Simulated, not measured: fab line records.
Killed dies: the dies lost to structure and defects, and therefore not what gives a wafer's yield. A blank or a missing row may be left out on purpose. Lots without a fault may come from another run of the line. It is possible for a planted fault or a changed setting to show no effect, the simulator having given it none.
Chamber matching	flow nand-harc	NHARC_A_M1_DESCUM_14 on rie-diel-09 has 4 sister chambers
The step chemistry O2, time 3 s. 4 wafers are shown with their chamber, then 8 later ones without.

## WAFERS PAIRED WITH THEIR CHAMBERS
wafer	chamber	showerhead-plenum-p-Torr (Torr)
L080.6	2	1.84
L091.6	3	1.94
L094.1	1	1.85
L096.1	0	2.03

## WAFERS WITHOUT THEIR CHAMBER
wafer	showerhead-plenum-p-Torr (Torr)
L096.2	1.84
L096.3	1.94
L095.3	1.94
L095.5	1.85
L095.6	2.03
L097.2	1.94
L097.3	1.83
L097.5	1.94

## THE CHAMBER EACH PASSED THROUGH
wafer	from the rows above	in truth
L096.2	2	2
L096.3	3	3
L095.3	3	3
L095.5	1	1
L095.6	0	0
L097.2	3	3
L097.3	2	2
L097.5	3	3
Correctly placed: 8 of 8. Left unplaced by these rows: 0. Placed wrongly: 0.
How it was worked out, from the rows above alone: a wafer's distance from a chamber is the root of the sum, over the readings, of the square of ((its reading less the chamber's mean) divided by the reading's scatter). The wafer belongs to the nearest chamber; if the next one is less than 2 further off, it can't be placed. A chamber's mean is the mean of its shown wafers. The scatter: root of mean squared gap, hidden wafer to nearest shown wafer, with one shown wafer a chamber.
